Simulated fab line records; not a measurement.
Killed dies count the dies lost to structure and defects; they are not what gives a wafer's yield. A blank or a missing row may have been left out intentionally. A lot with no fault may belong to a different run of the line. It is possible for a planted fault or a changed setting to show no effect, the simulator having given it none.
Split-lot study -- flow n5 finfet -- route with 1938 steps; 7 lots, 21 wafers read

THE SPLIT
At N5_MOL_CONTACT_COAG_COAT_76 (time 60 s, resist thk 10 nm), the setting spin rpm was moved away from the recipe's 1500 rpm on 3 of the 21 wafers read, by -9.3% to +9.5%. All remaining wafers had this setting at the recipe value.

FROM THE SPLIT TO THE READING: what the file shows between them, 4 steps
- N5_MOL_CONTACT_COAG_COAT_77: time 60 s, resist thk 10 nm
- N5_MOL_CONTACT_COAG_COAT_78: resist thk 40 nm
- N5_MOL_CONTACT_COAG_DESCUM_88: chemistry O2, time 7 s
- N5_MOL_CONTACT_COAG_ETCH_89: etches underlayer in N2/H2, target depth 13 nm, time 10.4 s

THE READING
etch.depth nm (the simulator's own value, which no gauge read), in nm, at N5_MOL_CONTACT_COAG_ETCH_90 (etches SiARC in CF4, target depth 13 nm, time 21.7 s). There is no usual value for it anywhere in the file. The 18 wafers here that ran the recipe average 10.015 nm, standard deviation 0.034 nm.

wafer,"tool, chamber at the split","spin rpm as run, rpm",against the recipe,"etch.depth nm, nm",against lot-mates on the recipe
L076.2,"litho track-01, 0",1500,recipe,10.04,-
L076.4,"litho track-01, 0",1500,recipe,10.04,-
L076.6,"litho track-01, 0",1360,-9.3%,10.54,+0.500
L077.2,"litho track-03, 0",1500,recipe,10.06,-
L077.3,"litho track-03, 0",1500,recipe,10.01,-
L077.5,"litho track-03, 0",1500,recipe,10.02,-
L078.1,"litho track-01, 0",1500,recipe,10.07,-
L078.3,"litho track-01, 0",1642,+9.5%,9.609,-0.446
L078.5,"litho track-01, 0",1500,recipe,10.04,-
L079.3,"litho track-03, 0",1500,recipe,10.02,-
L079.4,"litho track-03, 0",1500,recipe,10.02,-
L079.6,"litho track-03, 0",1500,recipe,10.03,-
L083.2,"litho track-02, 0",1500,recipe,9.95,-
L083.3,"litho track-02, 0",1500,recipe,9.978,-
L083.6,"litho track-02, 0",1500,recipe,9.991,-
L093.2,"litho track-01, 0",1500,recipe,9.977,-
L093.4,"litho track-01, 0",1500,recipe,9.948,-
L093.6,"litho track-01, 0",1543,+2.9%,9.815,-0.148
L096.2,"litho track-03, 0",1500,recipe,9.995,-
L096.3,"litho track-03, 0",1500,recipe,10.04,-
L096.6,"litho track-03, 0",1500,recipe,10.04,-

THE FIT
A straight line over all 21 wafers: etch.depth nm changes by -0.0504 nm for each +1% of spin rpm; r = -0.97; the points scatter about the line by 0.041 nm.
The same after taking each lot's own level away (the mean of its wafers on the recipe; 21 wafers): -0.0504 nm for each +1%; r = -0.99; scatter 0.018 nm.
On that fit, the largest move of spin rpm shifts the reading by 0.48 nm.
From 9.9625 to 10.0550 nm: that is the span of the lots' own levels, equal to 2.7 times the standard deviation above.
The two slopes are in agreement: the lot-to-lot level therefore moves the slope only a little.
Check: for one of the wafers moved furthest among these (+9.5%), held out of the fit, the line's prediction against its lot-mates is -0.505 nm. It came out at -0.446 nm against them.

FURTHER SPLITS ON THESE WAFERS
Note: prior to the reading, these wafers also went through further splits. Each is held against what the fit with the lots' levels taken away leaves over:
other split on the same wafers,wafers away from the commonest value,r with etch.depth nm (lot level and that fit taken away)
N5_GATE_CUT_ALD_22 ald cycles,9,+0.08

THE WHOLE CHAIN: every reading that the file lists as answering this split, in the file's order
step,what it does,reading,change (the file's fit),r (the file's)
N5_MOL_CONTACT_COAG_COAT_76,"time 60 s, resist thk 10 nm","SiARC_of_MOL_CONTACT_COAG_COAT_76.thk nm (the simulator's own value, which no gauge read)",-0.0539 nm for each +1% of the setting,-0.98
N5_MOL_CONTACT_COAG_ETCH_90,"etches SiARC in CF4, target depth 13 nm, time 21.7 s","etch.depth nm (the simulator's own value, which no gauge read)",-0.0503 nm for each +1% of the setting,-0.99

THE FILE'S OWN FIT
etch.depth nm changes by -0.0503 nm for each +1% of spin rpm, r = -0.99.
